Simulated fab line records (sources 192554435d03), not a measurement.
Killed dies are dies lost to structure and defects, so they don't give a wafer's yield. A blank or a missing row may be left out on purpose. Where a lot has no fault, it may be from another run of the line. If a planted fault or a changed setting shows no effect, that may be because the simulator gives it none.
Split-lot trial	flow n5_finfet	21 wafers read from 7 lots, route of 1938 steps

== ON THE SPLIT ==
At N5_MOL_CONTACT_COAG_ALD_123 (deposits SiNx, target thk 5 nm, pulse time 1 s, purge time 2 s), the setting ald_cycles was moved away from the recipe's 100 on 6 of the 21 wafers read, by -15.0% to +4.0%. This setting was run at the recipe's value on the other wafers.

== FROM THE SPLIT TO THE READING: what the file shows between them, 3 steps ==
- N5_MOL_CONTACT_COAG_ETCHBACK_136: etches SiO2 in CHF3, target depth 25 nm, time 16.7 s (also split here: target_depth_a)
- N5_MOL_CONTACT_COAG_STRIP_120: strips in CHF3
- N5_MOL_CONTACT_COAG_VIA_ETCH_117: etches SiO2 in C4F6/O2, target depth 40 nm, overetch 8 nm, time 26 s

== THE READING ==
etch.depth_nm (the simulator's own value, which no gauge read), in nm, at N5_MOL_CONTACT_COAG_ETCH_124 (etches SiNx in CH3F/O2, stops on SiOC, target depth 6.5 nm). The file gives no usual value for it. The 15 wafers here that ran the recipe average 4.992 nm, standard deviation 0.032 nm.

wafer	tool, chamber at the split	ald_cycles as run	against the recipe	etch.depth_nm, nm	against lot-mates on the recipe
L074.1	ald_sin-04, 2,3,2	100	recipe	5.024	-
L074.3	ald_sin-04, 2,3,2	100	recipe	5.031	-
L074.5	ald_sin-04, 2,3,2	100	recipe	5.052	-
L076.2	ald_sin-02, 1,2	100	recipe	5.016	-
L076.3	ald_sin-02, 3	85	-15.0%	4.256	-0.756
L076.5	ald_sin-02, 1,2	100	recipe	5.008	-
L082.4	ald_sin-03, 3,0,3	100	recipe	4.974	-
L082.5	ald_sin-03, 3,0,3	100	recipe	4.971	-
L082.6	ald_sin-03, 3,0,3	100	recipe	4.952	-
L083.1	ald_sin-04, 0,2,0	100	recipe	5.003	-
L083.3	ald_sin-04, 0,2,0	100	recipe	5.019	-
L083.5	ald_sin-04, 0,2,0	100	recipe	4.994	-
L084.2	ald_sin-04, 0,2	100	recipe	4.939	-
L084.3	ald_sin-04, 0,2	100	recipe	4.954	-
L084.4	ald_sin-04, 2	104	+4.0%	5.175	+0.228
L088.1	ald_sin-03, 2,3	85	-15.0%	4.231	-0.753
L088.2	ald_sin-03, 2,3	85	-15.0%	4.224	-0.760
L088.3	ald_sin-03, 0	100	recipe	4.984	-
L090.1	ald_sin-02, 2,0	104	+4.0%	5.168	+0.203
L090.2	ald_sin-02, 2,0	104	+4.0%	5.169	+0.204
L090.4	ald_sin-02, 3	100	recipe	4.965	-
Where a row lists several chambers, the file gives one row for several wafers and doesn't say which wafer went through which chamber.

THE FIT
A straight line over all 21 wafers: etch.depth_nm changes by +0.0498 nm for each +1% of ald_cycles; r = +0.99; the points scatter about the line by 0.03 nm.
The same after taking each lot's own level away (the mean of its wafers on the recipe; 21 wafers): +0.0507 nm for each +1%; r = +1.00; scatter 0.0098 nm.
That fit puts the effect of the largest move of ald_cycles on the reading at 0.76 nm.
The span of the lots' own levels, 4.9465 to 5.0357 nm, comes to 2.8 times the standard deviation stated above.
So the lot-to-lot level changes the slope little: the two slopes agree.
Check: for one of the wafers moved furthest among these (-15.0%), held out of the fit, the line's prediction against its lot-mates is -0.759 nm. Against them it came out at -0.756 nm.

== OTHER SPLITS APPLIED TO THESE WAFERS ==
These wafers also went through other splits before the reading. Each is held against what the fit with the lots' levels taken away leaves over:
other split on the same wafers	wafers away from the commonest value	r with etch.depth_nm (lot level and that fit taken away)
N5_GATE_CUT_EXPOSE_10 dose_mj	9	+0.15
N5_MOL_CONTACT_COAG_ALD_27 ald_cycles	11	+0.08
N5_MOL_CONTACT_COAG_ETCHBACK_136 target_depth_a	11	-0.08

== THE WHOLE CHAIN: every reading that the file lists as answering this split, in the file's order ==
step	what it does	reading	change (the file's fit)	r (the file's)
N5_MOL_CONTACT_COAG_ALD_123	deposits SiNx, target thk 5 nm, pulse time 1 s, purge time 2 s	SiNx_of_MOL_CONTACT_COAG_ALD_123.thk_nm (the simulator's own value, which no gauge read)	+0.0531 nm for each +1% of the setting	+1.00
N5_MOL_CONTACT_COAG_ETCH_124	etches SiNx in CH3F/O2, stops on SiOC, target depth 6.5 nm	etch.depth_nm (the simulator's own value, which no gauge read)	+0.0507 nm for each +1% of the setting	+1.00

== THE FILE'S OWN FIT ==
etch.depth_nm changes by +0.0507 nm for each +1% of ald_cycles, r = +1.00.
